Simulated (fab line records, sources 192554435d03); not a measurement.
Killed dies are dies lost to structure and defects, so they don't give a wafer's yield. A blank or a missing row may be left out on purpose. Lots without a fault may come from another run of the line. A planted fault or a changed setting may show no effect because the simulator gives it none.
Problem report in the 8D (eight disciplines) form, filled by code | flow n5_finfet | the parts of the form that need people (team, actions taken, sign-off) are left out

1. THE PROBLEM
cathode_dc_power_W at N5_BEOL_M12_SPUTTER_43 reads a mean of 15848 W on 6 wafers of 2 lots; wafers without a fault read 15000 W with a standard deviation of 2.4. That is +99 or more standard deviations from the usual mean.
The step: material TaN, target thk 15 nm, time 24.19 s.
First seen on wafer L442.2, day 16 05:40, on pvd_sputter-03. The record holds 36 wafers of 12 lots with a number at this step. Rule for "out", or "out of limits": more than 4 standard deviations from the usual mean. The other wafers with a number count as sound.

2. WHAT IT IS AND WHAT IT IS NOT
question                    | is                     | is not
which readings at this step | cathode_dc_power_W     | chamber_pressure_pa, throttle_valve_pct
which lots                  | L442, L445             | L423, L425, L426, L430, L431, L432, L433, L434, L435, L436
which wafers of those lots  | all that have a number | -
read on which tools         | pvd_sputter-03         | pvd_sputter-01, pvd_sputter-02
when                        | from day 16 05:40      | up to then (30 sound wafers)

3. SUSPECTS, AND WHAT RULES EACH OUT
Counting: a tool at a process step up to the reading stays a suspect if it ran every lot that is out and no sound lot after the first of them.
- pvd_sputter-03 at N5_BEOL_M12_SPUTTER_43 (material TaN, target thk 15 nm, time 24.19 s): kept. It ran every lot that is out, first L442 (day 16 05:40), and no sound lot after that; its last sound lot up to then is L436 (day 15 02:16). Its own readings are out on those wafers: cathode_dc_power_W.
Left after counting: pvd_sputter-03 at N5_BEOL_M12_SPUTTER_43.

4. THE CAUSE (what the simulator had put in)
Process parameter drift: pvd_sputter-03, from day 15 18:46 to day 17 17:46, at N5_BEOL_M12_SPUTTER_43. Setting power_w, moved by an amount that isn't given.
Counting left only this tool.

5. THE CHAIN OF EFFECTS, in route order
Each row: a reading whose mean over the struck wafers that have a number lies more than 3 standard deviations from the usual. Only readings for which the record gives a usual standard deviation are gone through. hours: the time from each lot's start at the first step in this table that gives one to its start at this step, as a median over the lots. sigmas: the change in usual standard deviations.
hours | step                   | reading            | usual   | on struck wafers | change | sigmas
0     | N5_BEOL_M12_SPUTTER_43 | cathode_dc_power_W | 15000 W | 15848            | +848   | +99 or more
The process steps in it:
- N5_BEOL_M12_SPUTTER_43: material TaN, target thk 15 nm, time 24.19 s.

6. WHAT WOULD HAVE CAUGHT IT SOONER
In this record the first reading out of limits was taken at day 16 05:40, 11 hours after the fault began at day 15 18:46.
